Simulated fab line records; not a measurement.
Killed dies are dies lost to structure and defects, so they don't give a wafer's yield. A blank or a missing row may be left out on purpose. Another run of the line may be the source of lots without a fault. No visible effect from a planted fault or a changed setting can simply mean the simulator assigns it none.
Which tool did it? / flow n5_finfet / 66 wafers from 22 lots sampled at 5 of the route's 1938 steps

== WHAT THE GAUGES READ, wafer by wafer ==
N5_GATE_CUT_THK_MEAS_24. Usual: GC_FILL_THK typically reads 220.2 nm, with standard deviation 1.9.
lot=L075; measured=day 4 21:38; on=film_metro-01; GC_FILL_THK (nm)=220.2 220.6 222.6; flag=
lot=L076; measured=day 5 06:23; on=film_metro-02; GC_FILL_THK (nm)=217.8 220.5 220.3; flag=
lot=L077; measured=day 5 11:08; on=film_metro-02; GC_FILL_THK (nm)=219.0 221.4 222.7; flag=
lot=L078; measured=day 5 17:13; on=film_metro-02; GC_FILL_THK (nm)=220.8 220.2 221.6; flag=
lot=L079; measured=day 5 21:31; on=film_metro-02; GC_FILL_THK (nm)=216.9 220.7 217.7; flag=
lot=L080; measured=day 6 06:58; on=film_metro-02; GC_FILL_THK (nm)=218.4 223.9 221.6; flag=
lot=L082; measured=day 6 18:13; on=film_metro-02; GC_FILL_THK (nm)=218.9 221.7 223.4; flag=
lot=L083; measured=day 7 06:17; on=film_metro-01; GC_FILL_THK (nm)=218.7 224.0 223.1; flag=
lot=L084; measured=day 7 08:56; on=film_metro-01; GC_FILL_THK (nm)=218.4 219.5 220.8; flag=
lot=L085; measured=day 7 09:28; on=film_metro-02; GC_FILL_THK (nm)=222.2 224.7 223.7; flag=
lot=L086; measured=day 7 15:26; on=film_metro-02; GC_FILL_THK (nm)=217.3 218.9 221.6; flag=
lot=L087; measured=day 7 23:09; on=film_metro-02; GC_FILL_THK (nm)=219.5 219.1 220.0; flag=
lot=L088; measured=day 8 06:59; on=film_metro-01; GC_FILL_THK (nm)=219.6 219.2 219.2; flag=
lot=L089; measured=day 8 08:52; on=film_metro-01; GC_FILL_THK (nm)=219.6 217.3 216.9; flag=
lot=L090; measured=day 8 21:19; on=film_metro-02; GC_FILL_THK (nm)=216.2 218.9 217.5; flag=
lot=L091; measured=day 8 23:22; on=film_metro-01; GC_FILL_THK (nm)=219.3 217.3 219.9; flag=
lot=L092; measured=day 9 07:53; on=film_metro-01; GC_FILL_THK (nm)=219.2 221.2 221.6; flag=
lot=L093; measured=day 9 10:41; on=film_metro-02; GC_FILL_THK (nm)=219.5 219.3 221.6; flag=
lot=L094; measured=day 9 16:31; on=film_metro-02; GC_FILL_THK (nm)=218.0 221.2 221.1; flag=
lot=L095; measured=day 9 22:55; on=film_metro-02; GC_FILL_THK (nm)=219.7 223.4 220.8; flag=
lot=L096; measured=day 10 03:25; on=film_metro-01; GC_FILL_THK (nm)=219.1 222.4 221.3; flag=
lot=L097; measured=day 10 09:25; on=film_metro-02; GC_FILL_THK (nm)=218.3 219.2 220.4; flag=

N5_MOL_CONTACT_COAG_OVL_MEAS_09. Usual: CA_OVL typically reads 0.1 nm, with standard deviation 0.68.
lot=L075; measured=day 4 22:43; on=overlay-01; CA_OVL (nm)=-0.9 0.1 -0.6; flag=
lot=L076; measured=day 5 07:28; on=overlay-02; CA_OVL (nm)=-0.6 0.1 -0.2; flag=
lot=L077; measured=day 5 12:28; on=overlay-01; CA_OVL (nm)=0.6 0.8 0.1; flag=
lot=L078; measured=day 5 18:18; on=overlay-02; CA_OVL (nm)=-1.3 -1.0 -0.3; flag=
lot=L079; measured=day 5 22:35; on=overlay-01; CA_OVL (nm)=-0.5 0.8 0.3; flag=
lot=L080; measured=day 6 08:10; on=overlay-02; CA_OVL (nm)=-0.1 0.4 1.6; flag=
lot=L082; measured=day 6 22:35; on=overlay-02; CA_OVL (nm)=0.0 1.2 0.4; flag=
lot=L083; measured=day 7 07:22; on=overlay-02; CA_OVL (nm)=0.0 0.0 0.6; flag=
lot=L084; measured=day 7 10:00; on=overlay-02; CA_OVL (nm)=0.0 -0.7 -0.2; flag=
lot=L085; measured=day 7 10:41; on=overlay-02; CA_OVL (nm)=1.3 1.2 0.8; flag=
lot=L086; measured=day 7 16:30; on=overlay-02; CA_OVL (nm)=-0.9 0.4 0.4; flag=
lot=L087; measured=day 8 00:21; on=overlay-02; CA_OVL (nm)=-0.6 -0.6 1.0; flag=
lot=L088; measured=day 8 08:03; on=overlay-02; CA_OVL (nm)=0.0 -0.4 0.9; flag=
lot=L089; measured=day 8 10:03; on=overlay-01; CA_OVL (nm)=-0.6 1.4 0.0; flag=
lot=L090; measured=day 8 22:26; on=overlay-02; CA_OVL (nm)=1.5 0.2 0.1; flag=
lot=L091; measured=day 9 00:34; on=overlay-01; CA_OVL (nm)=-0.8 0.2 -0.2; flag=
lot=L092; measured=day 9 09:08; on=overlay-01; CA_OVL (nm)=0.4 1.7 0.0; flag=
lot=L093; measured=day 9 11:47; on=overlay-01; CA_OVL (nm)=0.0 -1.3 0.8; flag=
lot=L094; measured=day 9 17:35; on=overlay-02; CA_OVL (nm)=-1.3 -0.9 0.0; flag=
lot=L095; measured=day 9 23:59; on=overlay-01; CA_OVL (nm)=-1.2 -0.3 0.0; flag=
lot=L096; measured=day 10 04:37; on=overlay-01; CA_OVL (nm)=0.4 0.2 0.2; flag=
lot=L097; measured=day 10 10:29; on=overlay-02; CA_OVL (nm)=0.7 0.2 0.3; flag=

== TOOL THAT RAN EACH LOT (tool first, then ch and the chambers of the sampled wafers, then the start) ==
lot=L075; N5_GATE_CUT_SAC_CAP_01=ald_sin-01 ch 0,1, day 4 15:05; N5_GATE_CUT_ETCH_28=rie_diel-06 ch 1,2,3, day 4 18:12; N5_GATE_CUT_ETCH_37=rie_diel-06 ch 1,2,3, day 4 18:15
lot=L076; N5_GATE_CUT_SAC_CAP_01=ald_sin-01 ch 0,1,2, day 5 00:29; N5_GATE_CUT_ETCH_28=rie_diel-06 ch 1,2,3, day 5 03:48; N5_GATE_CUT_ETCH_37=rie_diel-06 ch 1,2,3, day 5 03:50
lot=L077; N5_GATE_CUT_SAC_CAP_01=ald_sin-03 ch 1,2, day 5 05:19; N5_GATE_CUT_ETCH_28=rie_diel-05 ch 1,2, day 5 08:32; N5_GATE_CUT_ETCH_37=rie_diel-05 ch 1,2, day 5 08:35
lot=L078; N5_GATE_CUT_SAC_CAP_01=ald_sin-01 ch 0,2,3, day 5 11:17; N5_GATE_CUT_ETCH_28=rie_diel-05 ch 0,1,2, day 5 14:38; N5_GATE_CUT_ETCH_37=rie_diel-05 ch 0,1,2, day 5 14:41
lot=L079; N5_GATE_CUT_SAC_CAP_01=ald_sin-01 ch 1,2,3, day 5 15:37; N5_GATE_CUT_ETCH_28=rie_diel-06 ch 0,1,3, day 5 18:55; N5_GATE_CUT_ETCH_37=rie_diel-06 ch 0,1,3, day 5 18:58
lot=L080; N5_GATE_CUT_SAC_CAP_01=ald_sin-01 ch 0,2, day 6 00:43; N5_GATE_CUT_ETCH_28=rie_diel-01 ch 0,1, day 6 03:57; N5_GATE_CUT_ETCH_37=rie_diel-01 ch 0,1, day 6 04:01
lot=L082; N5_GATE_CUT_SAC_CAP_01=ald_sin-03 ch 0,2, day 6 11:31; N5_GATE_CUT_ETCH_28=rie_diel-06 ch 1,2, day 6 15:36; N5_GATE_CUT_ETCH_37=rie_diel-06 ch 1,2, day 6 15:38
lot=L083; N5_GATE_CUT_SAC_CAP_01=ald_sin-03 ch 0,3, day 7 00:23; N5_GATE_CUT_ETCH_28=rie_diel-01 ch 1,2, day 7 03:36; N5_GATE_CUT_ETCH_37=rie_diel-01 ch 1,2, day 7 03:39
lot=L084; N5_GATE_CUT_SAC_CAP_01=ald_sin-04 ch 0,2,3, day 7 03:08; N5_GATE_CUT_ETCH_28=rie_diel-01 ch 0,2,3, day 7 06:20; N5_GATE_CUT_ETCH_37=rie_diel-01 ch 0,2,3, day 7 06:23
lot=L085; N5_GATE_CUT_SAC_CAP_01=ald_sin-01 ch 2,3, day 7 03:40; N5_GATE_CUT_ETCH_28=rie_diel-01 ch 1,2,3, day 7 06:53; N5_GATE_CUT_ETCH_37=rie_diel-01 ch 1,2,3, day 7 06:56
lot=L086; N5_GATE_CUT_SAC_CAP_01=ald_sin-04 ch 0,2,3, day 7 09:44; N5_GATE_CUT_ETCH_28=rie_diel-06 ch 0,2,3, day 7 12:50; N5_GATE_CUT_ETCH_37=rie_diel-06 ch 0,2,3, day 7 12:52
lot=L087; N5_GATE_CUT_SAC_CAP_01=ald_sin-01 ch 0,1,3, day 7 17:28; N5_GATE_CUT_ETCH_28=rie_diel-05 ch 0,2,3, day 7 20:34; N5_GATE_CUT_ETCH_37=rie_diel-05 ch 0,2,3, day 7 20:37
lot=L088; N5_GATE_CUT_SAC_CAP_01=ald_sin-01 ch 1,2,3, day 8 00:52; N5_GATE_CUT_ETCH_28=rie_diel-06 ch 0,1,3, day 8 04:08; N5_GATE_CUT_ETCH_37=rie_diel-06 ch 0,1,3, day 8 04:11
lot=L089; N5_GATE_CUT_SAC_CAP_01=ald_sin-01 ch 0,2,3, day 8 03:02; N5_GATE_CUT_ETCH_28=rie_diel-06 ch 0,2,3, day 8 06:15; N5_GATE_CUT_ETCH_37=rie_diel-06 ch 0,2,3, day 8 06:17
lot=L090; N5_GATE_CUT_SAC_CAP_01=ald_sin-01 ch 1,3, day 8 14:52; N5_GATE_CUT_ETCH_28=rie_diel-06 ch 0,1,2, day 8 17:57; N5_GATE_CUT_ETCH_37=rie_diel-06 ch 0,1,2, day 8 18:00
lot=L091; N5_GATE_CUT_SAC_CAP_01=ald_sin-01 ch 1,3, day 8 17:08; N5_GATE_CUT_ETCH_28=rie_diel-05 ch 1,2,3, day 8 20:21; N5_GATE_CUT_ETCH_37=rie_diel-05 ch 1,2,3, day 8 20:23
lot=L092; N5_GATE_CUT_SAC_CAP_01=ald_sin-01 ch 0,1,3, day 9 02:11; N5_GATE_CUT_ETCH_28=rie_diel-01 ch 0,1,2, day 9 05:18; N5_GATE_CUT_ETCH_37=rie_diel-01 ch 0,1,2, day 9 05:20
lot=L093; N5_GATE_CUT_SAC_CAP_01=ald_sin-01 ch 0,1,3, day 9 05:32; N5_GATE_CUT_ETCH_28=rie_diel-05 ch 2,3, day 9 07:42; N5_GATE_CUT_ETCH_37=rie_diel-05 ch 2,3, day 9 07:47
lot=L094; N5_GATE_CUT_SAC_CAP_01=ald_sin-04 ch 0,1, day 9 10:38; N5_GATE_CUT_ETCH_28=rie_diel-06 ch 0,1, day 9 13:56; N5_GATE_CUT_ETCH_37=rie_diel-06 ch 0,1, day 9 13:58
lot=L095; N5_GATE_CUT_SAC_CAP_01=ald_sin-01 ch 0,1, day 9 17:05; N5_GATE_CUT_ETCH_28=rie_diel-01 ch 0,1,2, day 9 20:19; N5_GATE_CUT_ETCH_37=rie_diel-01 ch 0,1,2, day 9 20:22
lot=L096; N5_GATE_CUT_SAC_CAP_01=ald_sin-03 ch 0,2,3, day 9 21:42; N5_GATE_CUT_ETCH_28=rie_diel-01 ch 2,3, day 10 00:49; N5_GATE_CUT_ETCH_37=rie_diel-01 ch 2,3, day 10 00:52
lot=L097; N5_GATE_CUT_SAC_CAP_01=ald_sin-03 ch 0,2, day 10 03:28; N5_GATE_CUT_ETCH_28=rie_diel-06 ch 0,1,3, day 10 06:34; N5_GATE_CUT_ETCH_37=rie_diel-06 ch 0,1,3, day 10 06:37
- N5_GATE_CUT_SAC_CAP_01: material SiNx, target thk 24 nm, pulse time 1 s, ald cycles 480.
- N5_GATE_CUT_ETCH_28: etches underlayer in N2/H2, target depth 13 nm, time 10.4 s.
- N5_GATE_CUT_ETCH_37: etches SOC in N2/H2, target depth 60 nm, overetch 12 nm, time 90 s.

== WHAT THE TOOLS THEMSELVES READ (means of the sampled wafers that have a number; where no wafer has one, the mark that the record gives instead) ==
N5_GATE_CUT_SAC_CAP_01. Usual: heater_power_w 814 W, standard deviation 76; precursor_pulse_height_rel 0.999, standard deviation 0.02.
lot=L075; tool=ald_sin-01; heater_power_w (W)=758; precursor_pulse_height_rel=0.983; flag=
lot=L076; tool=ald_sin-01; heater_power_w (W)=796; precursor_pulse_height_rel=0.986; flag=
lot=L077; tool=ald_sin-03; heater_power_w (W)=738; precursor_pulse_height_rel=1.014; flag=
lot=L078; tool=ald_sin-01; heater_power_w (W)=859; precursor_pulse_height_rel=0.997; flag=
lot=L079; tool=ald_sin-01; heater_power_w (W)=831; precursor_pulse_height_rel=1.010; flag=
lot=L080; tool=ald_sin-01; heater_power_w (W)=808; precursor_pulse_height_rel=0.991; flag=
lot=L082; tool=ald_sin-03; heater_power_w (W)=793; precursor_pulse_height_rel=1.018; flag=
lot=L083; tool=ald_sin-03; heater_power_w (W)=781; precursor_pulse_height_rel=0.992; flag=
lot=L084; tool=ald_sin-04; heater_power_w (W)=880; precursor_pulse_height_rel=1.018; flag=
lot=L085; tool=ald_sin-01; heater_power_w (W)=869; precursor_pulse_height_rel=0.990; flag=
lot=L086; tool=ald_sin-04; heater_power_w (W)=886; precursor_pulse_height_rel=0.991; flag=
lot=L087; tool=ald_sin-01; heater_power_w (W)=831; precursor_pulse_height_rel=0.977; flag=
lot=L088; tool=ald_sin-01; heater_power_w (W)=834; precursor_pulse_height_rel=0.998; flag=
lot=L089; tool=ald_sin-01; heater_power_w (W)=860; precursor_pulse_height_rel=1.007; flag=
lot=L090; tool=ald_sin-01; heater_power_w (W)=795; precursor_pulse_height_rel=0.999; flag=
lot=L091; tool=ald_sin-01; heater_power_w (W)=798; precursor_pulse_height_rel=0.995; flag=
lot=L092; tool=ald_sin-01; heater_power_w (W)=828; precursor_pulse_height_rel=0.998; flag=
lot=L093; tool=ald_sin-01; heater_power_w (W)=821; precursor_pulse_height_rel=0.988; flag=
lot=L094; tool=ald_sin-04; heater_power_w (W)=816; precursor_pulse_height_rel=0.996; flag=
lot=L095; tool=ald_sin-01; heater_power_w (W)=776; precursor_pulse_height_rel=1.008; flag=
lot=L096; tool=ald_sin-03; heater_power_w (W)=816; precursor_pulse_height_rel=0.997; flag=
lot=L097; tool=ald_sin-03; heater_power_w (W)=802; precursor_pulse_height_rel=0.981; flag=

N5_GATE_CUT_ETCH_28. Usual: drypump_motor_current_A is 5.8 A with standard deviation 0.38, etch_rf_on_time_s is 10.38 s with standard deviation 0.28, h2_flow_sccm is 200.1 sccm with standard deviation 0.61, oes_product_au is 0.64 a.u. with standard deviation 0.053, rf_vpp_V is 522.6 V with standard deviation 2.4, showerhead_plenum_p_Torr is 2.50 Torr with standard deviation 0.083, and throttle_valve_pct is 17.96 % with standard deviation 0.25.
lot=L075; tool=rie_diel-06; drypump_motor_current_A (A)=5.7; etch_rf_on_time_s (s)=10.21; h2_flow_sccm (sccm)=200.1; oes_product_au (a.u.)=0.66; rf_vpp_V (V)=521.6; showerhead_plenum_p_Torr (Torr)=2.47; throttle_valve_pct (%)=17.96; flag=
lot=L076; tool=rie_diel-06; drypump_motor_current_A (A)=5.7; etch_rf_on_time_s (s)=10.26; h2_flow_sccm (sccm)=200.1; oes_product_au (a.u.)=0.66; rf_vpp_V (V)=522.0; showerhead_plenum_p_Torr (Torr)=2.47; throttle_valve_pct (%)=17.96; flag=
lot=L077; tool=rie_diel-05; drypump_motor_current_A (A)=6.1; etch_rf_on_time_s (s)=10.19; h2_flow_sccm (sccm)=200.2; oes_product_au (a.u.)=0.62; rf_vpp_V (V)=521.1; showerhead_plenum_p_Torr (Torr)=2.45; throttle_valve_pct (%)=17.50; flag=
lot=L078; tool=rie_diel-05; drypump_motor_current_A (A)=6.2; etch_rf_on_time_s (s)=10.09; h2_flow_sccm (sccm)=200.2; oes_product_au (a.u.)=0.63; rf_vpp_V (V)=522.1; showerhead_plenum_p_Torr (Torr)=2.45; throttle_valve_pct (%)=17.84; flag=
lot=L079; tool=rie_diel-06; drypump_motor_current_A (A)=5.7; etch_rf_on_time_s (s)=10.42; h2_flow_sccm (sccm)=200.1; oes_product_au (a.u.)=0.64; rf_vpp_V (V)=523.8; showerhead_plenum_p_Torr (Torr)=2.54; throttle_valve_pct (%)=18.02; flag=
lot=L080; tool=rie_diel-01; drypump_motor_current_A (A)=6.2; etch_rf_on_time_s (s)=10.58; h2_flow_sccm (sccm)=200.2; oes_product_au (a.u.)=0.62; rf_vpp_V (V)=522.1; showerhead_plenum_p_Torr (Torr)=2.45; throttle_valve_pct (%)=18.04; flag=
lot=L082; tool=rie_diel-06; drypump_motor_current_A (A)=5.5; etch_rf_on_time_s (s)=10.24; h2_flow_sccm (sccm)=200.8; oes_product_au (a.u.)=0.66; rf_vpp_V (V)=519.3; showerhead_plenum_p_Torr (Torr)=2.40; throttle_valve_pct (%)=17.87; flag=
lot=L083; tool=rie_diel-01; drypump_motor_current_A (A)=5.5; etch_rf_on_time_s (s)=10.21; h2_flow_sccm (sccm)=199.6; oes_product_au (a.u.)=0.75; rf_vpp_V (V)=521.9; showerhead_plenum_p_Torr (Torr)=2.50; throttle_valve_pct (%)=17.80; flag=
lot=L084; tool=rie_diel-01; drypump_motor_current_A (A)=5.7; etch_rf_on_time_s (s)=10.24; h2_flow_sccm (sccm)=200.6; oes_product_au (a.u.)=0.69; rf_vpp_V (V)=523.8; showerhead_plenum_p_Torr (Torr)=2.51; throttle_valve_pct (%)=17.93; flag=
lot=L085; tool=rie_diel-01; drypump_motor_current_A (A)=5.6; etch_rf_on_time_s (s)=10.31; h2_flow_sccm (sccm)=199.5; oes_product_au (a.u.)=0.69; rf_vpp_V (V)=524.2; showerhead_plenum_p_Torr (Torr)=2.54; throttle_valve_pct (%)=17.92; flag=
lot=L086; tool=rie_diel-06; drypump_motor_current_A (A)=5.8; etch_rf_on_time_s (s)=10.43; h2_flow_sccm (sccm)=200.6; oes_product_au (a.u.)=0.65; rf_vpp_V (V)=521.1; showerhead_plenum_p_Torr (Torr)=2.48; throttle_valve_pct (%)=18.16; flag=
lot=L087; tool=rie_diel-05; drypump_motor_current_A (A)=6.3; etch_rf_on_time_s (s)=10.27; h2_flow_sccm (sccm)=200.3; oes_product_au (a.u.)=0.60; rf_vpp_V (V)=522.6; showerhead_plenum_p_Torr (Torr)=2.48; throttle_valve_pct (%)=18.01; flag=
lot=L088; tool=rie_diel-06; drypump_motor_current_A (A)=5.7; etch_rf_on_time_s (s)=10.59; h2_flow_sccm (sccm)=199.2; oes_product_au (a.u.)=0.62; rf_vpp_V (V)=523.5; showerhead_plenum_p_Torr (Torr)=2.53; throttle_valve_pct (%)=18.05; flag=
lot=L089; tool=rie_diel-06; drypump_motor_current_A (A)=5.8; etch_rf_on_time_s (s)=10.48; h2_flow_sccm (sccm)=199.9; oes_product_au (a.u.)=0.65; rf_vpp_V (V)=522.3; showerhead_plenum_p_Torr (Torr)=2.48; throttle_valve_pct (%)=18.16; flag=
lot=L090; tool=rie_diel-06; drypump_motor_current_A (A)=5.5; etch_rf_on_time_s (s)=10.37; h2_flow_sccm (sccm)=200.0; oes_product_au (a.u.)=0.64; rf_vpp_V (V)=521.3; showerhead_plenum_p_Torr (Torr)=2.47; throttle_valve_pct (%)=17.96; flag=
lot=L091; tool=rie_diel-05; drypump_motor_current_A (A)=6.1; etch_rf_on_time_s (s)=10.26; h2_flow_sccm (sccm)=200.0; oes_product_au (a.u.)=0.60; rf_vpp_V (V)=522.5; showerhead_plenum_p_Torr (Torr)=2.52; throttle_valve_pct (%)=17.74; flag=
lot=L092; tool=rie_diel-01; drypump_motor_current_A (A)=5.8; etch_rf_on_time_s (s)=10.40; h2_flow_sccm (sccm)=200.2; oes_product_au (a.u.)=0.67; rf_vpp_V (V)=521.2; showerhead_plenum_p_Torr (Torr)=2.46; throttle_valve_pct (%)=17.95; flag=
lot=L093; tool=rie_diel-05; drypump_motor_current_A (A)=6.2; etch_rf_on_time_s (s)=10.33; h2_flow_sccm (sccm)=200.5; oes_product_au (a.u.)=0.59; rf_vpp_V (V)=523.3; showerhead_plenum_p_Torr (Torr)=2.55; throttle_valve_pct (%)=17.90; flag=
lot=L094; tool=rie_diel-06; drypump_motor_current_A (A)=5.4; etch_rf_on_time_s (s)=10.62; h2_flow_sccm (sccm)=200.3; oes_product_au (a.u.)=0.61; rf_vpp_V (V)=523.3; showerhead_plenum_p_Torr (Torr)=2.52; throttle_valve_pct (%)=17.85; flag=
lot=L095; tool=rie_diel-01; drypump_motor_current_A (A)=5.8; etch_rf_on_time_s (s)=10.47; h2_flow_sccm (sccm)=199.7; oes_product_au (a.u.)=0.66; rf_vpp_V (V)=521.0; showerhead_plenum_p_Torr (Torr)=2.46; throttle_valve_pct (%)=17.97; flag=
lot=L096; tool=rie_diel-01; drypump_motor_current_A (A)=5.3; etch_rf_on_time_s (s)=10.03; h2_flow_sccm (sccm)=199.5; oes_product_au (a.u.)=0.72; rf_vpp_V (V)=523.8; showerhead_plenum_p_Torr (Torr)=2.53; throttle_valve_pct (%)=17.84; flag=
lot=L097; tool=rie_diel-06; drypump_motor_current_A (A)=5.7; etch_rf_on_time_s (s)=10.58; h2_flow_sccm (sccm)=200.1; oes_product_au (a.u.)=0.61; rf_vpp_V (V)=523.0; showerhead_plenum_p_Torr (Torr)=2.53; throttle_valve_pct (%)=18.07; flag=

N5_GATE_CUT_ETCH_37. Usual: drypump_motor_current_A 5.8 A, standard deviation 0.39; h2_flow_sccm 200.0 sccm, standard deviation 0.55; oes_product_au 0.67 a.u., standard deviation 0.049; rf_vpp_V 522.7 V, standard deviation 2.5; showerhead_plenum_p_Torr 2.50 Torr, standard deviation 0.083; throttle_valve_pct 17.94 %, standard deviation 0.25.
lot=L075; tool=rie_diel-06; drypump_motor_current_A (A)=5.7; h2_flow_sccm (sccm)=200.0; oes_product_au (a.u.)=0.69; rf_vpp_V (V)=522.8; showerhead_plenum_p_Torr (Torr)=2.47; throttle_valve_pct (%)=17.93; flag=
lot=L076; tool=rie_diel-06; drypump_motor_current_A (A)=5.7; h2_flow_sccm (sccm)=199.7; oes_product_au (a.u.)=0.68; rf_vpp_V (V)=522.2; showerhead_plenum_p_Torr (Torr)=2.47; throttle_valve_pct (%)=17.94; flag=
lot=L077; tool=rie_diel-05; drypump_motor_current_A (A)=6.2; h2_flow_sccm (sccm)=199.6; oes_product_au (a.u.)=0.65; rf_vpp_V (V)=521.3; showerhead_plenum_p_Torr (Torr)=2.45; throttle_valve_pct (%)=17.47; flag=
lot=L078; tool=rie_diel-05; drypump_motor_current_A (A)=6.2; h2_flow_sccm (sccm)=199.6; oes_product_au (a.u.)=0.65; rf_vpp_V (V)=521.0; showerhead_plenum_p_Torr (Torr)=2.45; throttle_valve_pct (%)=17.80; flag=
lot=L079; tool=rie_diel-06; drypump_motor_current_A (A)=5.7; h2_flow_sccm (sccm)=200.1; oes_product_au (a.u.)=0.67; rf_vpp_V (V)=524.2; showerhead_plenum_p_Torr (Torr)=2.54; throttle_valve_pct (%)=18.00; flag=
lot=L080; tool=rie_diel-01; drypump_motor_current_A (A)=6.2; h2_flow_sccm (sccm)=199.5; oes_product_au (a.u.)=0.65; rf_vpp_V (V)=521.3; showerhead_plenum_p_Torr (Torr)=2.45; throttle_valve_pct (%)=18.02; flag=
lot=L082; tool=rie_diel-06; drypump_motor_current_A (A)=5.5; h2_flow_sccm (sccm)=200.1; oes_product_au (a.u.)=0.69; rf_vpp_V (V)=520.1; showerhead_plenum_p_Torr (Torr)=2.40; throttle_valve_pct (%)=17.85; flag=
lot=L083; tool=rie_diel-01; drypump_motor_current_A (A)=5.5; h2_flow_sccm (sccm)=200.2; oes_product_au (a.u.)=0.79; rf_vpp_V (V)=523.5; showerhead_plenum_p_Torr (Torr)=2.50; throttle_valve_pct (%)=17.78; flag=
lot=L084; tool=rie_diel-01; drypump_motor_current_A (A)=5.7; h2_flow_sccm (sccm)=200.3; oes_product_au (a.u.)=0.71; rf_vpp_V (V)=523.0; showerhead_plenum_p_Torr (Torr)=2.51; throttle_valve_pct (%)=17.89; flag=
lot=L085; tool=rie_diel-01; drypump_motor_current_A (A)=5.6; h2_flow_sccm (sccm)=200.2; oes_product_au (a.u.)=0.71; rf_vpp_V (V)=524.4; showerhead_plenum_p_Torr (Torr)=2.54; throttle_valve_pct (%)=17.88; flag=
lot=L086; tool=rie_diel-06; drypump_motor_current_A (A)=5.8; h2_flow_sccm (sccm)=199.9; oes_product_au (a.u.)=0.69; rf_vpp_V (V)=522.7; showerhead_plenum_p_Torr (Torr)=2.48; throttle_valve_pct (%)=18.12; flag=
lot=L087; tool=rie_diel-05; drypump_motor_current_A (A)=6.3; h2_flow_sccm (sccm)=199.7; oes_product_au (a.u.)=0.63; rf_vpp_V (V)=521.6; showerhead_plenum_p_Torr (Torr)=2.48; throttle_valve_pct (%)=17.97; flag=
lot=L088; tool=rie_diel-06; drypump_motor_current_A (A)=5.7; h2_flow_sccm (sccm)=200.0; oes_product_au (a.u.)=0.66; rf_vpp_V (V)=522.5; showerhead_plenum_p_Torr (Torr)=2.53; throttle_valve_pct (%)=18.03; flag=
lot=L089; tool=rie_diel-06; drypump_motor_current_A (A)=5.9; h2_flow_sccm (sccm)=199.7; oes_product_au (a.u.)=0.68; rf_vpp_V (V)=521.7; showerhead_plenum_p_Torr (Torr)=2.48; throttle_valve_pct (%)=18.13; flag=
lot=L090; tool=rie_diel-06; drypump_motor_current_A (A)=5.5; h2_flow_sccm (sccm)=199.5; oes_product_au (a.u.)=0.67; rf_vpp_V (V)=522.0; showerhead_plenum_p_Torr (Torr)=2.47; throttle_valve_pct (%)=17.92; flag=
lot=L091; tool=rie_diel-05; drypump_motor_current_A (A)=6.1; h2_flow_sccm (sccm)=199.9; oes_product_au (a.u.)=0.63; rf_vpp_V (V)=524.4; showerhead_plenum_p_Torr (Torr)=2.52; throttle_valve_pct (%)=17.72; flag=
lot=L092; tool=rie_diel-01; drypump_motor_current_A (A)=5.8; h2_flow_sccm (sccm)=199.4; oes_product_au (a.u.)=0.70; rf_vpp_V (V)=520.7; showerhead_plenum_p_Torr (Torr)=2.46; throttle_valve_pct (%)=17.93; flag=
lot=L093; tool=rie_diel-05; drypump_motor_current_A (A)=6.2; h2_flow_sccm (sccm)=200.7; oes_product_au (a.u.)=0.61; rf_vpp_V (V)=523.7; showerhead_plenum_p_Torr (Torr)=2.56; throttle_valve_pct (%)=17.85; flag=
lot=L094; tool=rie_diel-06; drypump_motor_current_A (A)=5.4; h2_flow_sccm (sccm)=200.3; oes_product_au (a.u.)=0.64; rf_vpp_V (V)=523.1; showerhead_plenum_p_Torr (Torr)=2.52; throttle_valve_pct (%)=17.83; flag=
lot=L095; tool=rie_diel-01; drypump_motor_current_A (A)=5.8; h2_flow_sccm (sccm)=200.1; oes_product_au (a.u.)=0.69; rf_vpp_V (V)=522.8; showerhead_plenum_p_Torr (Torr)=2.46; throttle_valve_pct (%)=17.93; flag=
lot=L096; tool=rie_diel-01; drypump_motor_current_A (A)=5.4; h2_flow_sccm (sccm)=200.3; oes_product_au (a.u.)=0.74; rf_vpp_V (V)=523.8; showerhead_plenum_p_Torr (Torr)=2.53; throttle_valve_pct (%)=17.81; flag=
lot=L097; tool=rie_diel-06; drypump_motor_current_A (A)=5.7; h2_flow_sccm (sccm)=199.9; oes_product_au (a.u.)=0.65; rf_vpp_V (V)=523.0; showerhead_plenum_p_Torr (Torr)=2.53; throttle_valve_pct (%)=18.04; flag=

== THE ANSWER, worked out from the rows above alone ==
Rule: a lot is off if the mean of its wafers that have a number lies more than 3 standard deviations from the usual mean. Also off: a lot with no number at a reading for which 4 or more lots have one. All remaining lots with rows at the step are treated as sound. First the gauges in route order, then the tools' own readings, where a lot's mean is used as printed above. At the first step where some lot is off, the reading lying furthest off is the one used; lots without a number count as furthest.
No lot is off on any of the readings shown, so nothing can be concluded from this.

== WHAT THE SIMULATOR HAD INSERTED ==
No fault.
